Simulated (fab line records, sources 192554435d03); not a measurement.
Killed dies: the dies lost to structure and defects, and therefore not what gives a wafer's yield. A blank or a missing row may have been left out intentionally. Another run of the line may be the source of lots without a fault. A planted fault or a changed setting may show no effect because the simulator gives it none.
Matching of chambers | flow n5_finfet | rie_si-03 running N5_DUMMY_GATE_ETCH_32: 4 sister chambers
The step etches SiO2 in CF4, target depth 3.5 nm, time 3.9 s. 18 wafers are shown with their chamber, then 8 later ones without.

== EACH WAFER AND ITS CHAMBER ==
wafer  | chamber | throttle_valve_pct (%) | drypump_motor_current_A (A) | rf_fwd_power_W (W)
L074.1 | 2       | 22.22                  | 5.5                         | 785
L074.2 | 1       | 21.75                  | 5.4                         | 787
L074.6 | 0       | 21.39                  | 5.1                         | 789
L075.2 | 3       | 21.86                  | 5.6                         | 794
L075.3 | 1       | 21.76                  | 5.3                         | 791
L075.6 | 2       | 22.23                  | 5.5                         | 784
L077.2 | 1       | 21.75                  | 5.4                         | 793
L077.3 | 3       | 21.87                  | 5.5                         | 792
L077.6 | 1       | 21.75                  | 5.3                         | 790
L078.1 | 2       | 22.23                  | 5.5                         | 785
L078.2 | 3       | 21.89                  | 5.5                         | 794
L080.1 | 1       | 21.76                  | 5.3                         | 791
L080.2 | 0       | 21.39                  | 5.1                         | 787
L080.6 | 3       | 21.85                  | 5.5                         | 792
L085.1 | 1       | 21.73                  | 5.3                         | 795
L085.3 | 2       | 22.22                  | 5.5                         | 788
L085.6 | 2       | 22.22                  | 5.5                         | 784
L093.3 | 3       | 21.87                  | 5.5                         | 794

SIGNATURES (averages over the wafers above)
reading                 | chamber 0 | chamber 1 | chamber 2 | chamber 3 | scatter within a chamber
throttle_valve_pct      | 21.3900   | 21.7500   | 22.2240   | 21.8680   | 0.0107
drypump_motor_current_A | 5.100     | 5.333     | 5.500     | 5.520     | 0.039
rf_fwd_power_W          | 788.00    | 791.17    | 785.20    | 793.20    | 1.97
Rule: for each reading, subtract the chamber's mean from the wafer's reading, divide by that reading's scatter and square the result; add these up over the readings and take the root, which gives the wafer's distance from the chamber. If the next closest chamber is less than 2 further off than the closest, the wafer can't be placed; otherwise it belongs to the closest. The scatter is the square root of a quotient: the sum, over the shown wafers, of each reading's squared deviation from its chamber's mean, divided by wafers minus chambers.

== WAFERS WITH NO CHAMBER GIVEN ==
wafer  | throttle_valve_pct (%) | drypump_motor_current_A (A) | rf_fwd_power_W (W)
L093.4 | 21.77                  | 5.3                         | 792
L093.5 | 21.75                  | 5.4                         | 791
L096.2 | 21.39                  | 5.0                         | 784
L096.3 | 22.22                  | 5.5                         | 784
L096.6 | 22.22                  | 5.5                         | 787
L097.1 | 21.38                  | 5.1                         | 784
L097.3 | 21.85                  | 5.5                         | 790
L097.4 | 21.75                  | 5.3                         | 792

== CHAMBER TAKEN BY EACH ==
wafer  | from the rows above | in truth
L093.4 | 1                   | 1
L093.5 | 1                   | 1
L096.2 | 0                   | 0
L096.3 | 2                   | 2
L096.6 | 2                   | 2
L097.1 | 0                   | 0
L097.3 | 3                   | 3
L097.4 | 1                   | 1
8 of 8 placed correctly. Not placeable from these rows: 0. Wrongly placed: 0.
